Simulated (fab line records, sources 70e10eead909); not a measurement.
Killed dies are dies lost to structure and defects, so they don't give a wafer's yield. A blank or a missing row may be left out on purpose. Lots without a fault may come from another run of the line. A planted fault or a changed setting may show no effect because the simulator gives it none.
Chamber matching | flow nand_harc | NHARC_A_BONDPAD_ETCH_34 on rie_diel-05: 4 sister chambers
The step etches the open film in N2/H2, target depth 60 nm, overetch 18 nm, time 65.91 s. 16 wafers are shown with their chamber, then 8 later ones without.

WAFERS WITH THEIR CHAMBER
wafer  | chamber | drypump_motor_current_A (A) | rf_vpp_V (V) | rf_fwd_power_W (W)
L174.1 | 1       | 6.6                         | 428.5        | 398.0
L174.2 | 3       | 5.6                         | 432.7        | 394.8
L174.5 | 1       | 6.6                         | 429.9        | 397.7
L182.2 | 1       | 6.6                         | 427.7        | 396.5
L182.4 | 3       | 5.7                         | 432.3        | 394.1
L182.6 | 3       | 5.7                         | 431.9        | 397.3
L181.2 | 2       | 5.7                         | 427.9        | 396.1
L181.4 | 3       | 5.6                         | 432.1        | 396.7
L181.5 | 0       | 4.9                         | 435.1        | 395.1
L180.2 | 3       | 5.6                         | 432.7        | 393.9
L180.4 | 2       | 5.7                         | 426.9        | 393.2
L180.5 | 3       | 5.6                         | 431.6        | 394.9
L183.2 | 3       | 5.7                         | 433.5        | 393.3
L183.3 | 2       | 5.6                         | 427.6        | 396.9
L183.5 | 1       | 6.6                         | 429.4        | 396.3
L185.1 | 0       | 4.9                         | 434.5        | 400.5

SIGNATURES (means of the wafers above)
reading                 | chamber 0 | chamber 1 | chamber 2 | chamber 3 | scatter within a chamber
drypump_motor_current_A | 4.900     | 6.600     | 5.667     | 5.643     | 0.0445
rf_vpp_V                | 434.800   | 428.875   | 427.467   | 432.400   | 0.703
rf_fwd_power_W          | 397.800   | 397.125   | 395.400   | 395.000   | 1.77
Rule: a wafer's distance from a chamber is the root of the sum, over the readings, of the square of ((its reading less the chamber's mean) divided by the reading's scatter). The wafer belongs to the nearest chamber; if the next one is less than 2 further off, it can't be placed. The scatter: the root of (the sum of the squares of (reading less its chamber's mean) over the shown wafers, divided by (wafers less chambers)).

WAFERS WITHOUT THEIR CHAMBER
wafer  | drypump_motor_current_A (A) | rf_vpp_V (V) | rf_fwd_power_W (W)
L185.3 | 5.6                         | 432.2        | 395.7
L185.6 | 5.7                         | 432.8        | 396.0
L190.1 | 5.7                         | 428.7        | 396.4
L190.2 | 6.6                         | 429.9        | 396.9
L190.3 | 5.7                         | 431.0        | 394.7
L192.1 | 5.0                         | 434.0        | 398.4
L192.3 | 6.5                         | 429.0        | 398.4
L192.5 | 5.0                         | 433.8        | 400.3

WHICH CHAMBER EACH WENT THROUGH
wafer  | from the rows above | in truth
L185.3 | 3                   | 3
L185.6 | 3                   | 3
L190.1 | 2                   | 2
L190.2 | 1                   | 1
L190.3 | 3                   | 3
L192.1 | 0                   | 0
L192.3 | 1                   | 1
L192.5 | 0                   | 0
Placed correctly: 8 of 8. Can't be placed from these rows: 0. Placed wrongly: 0.
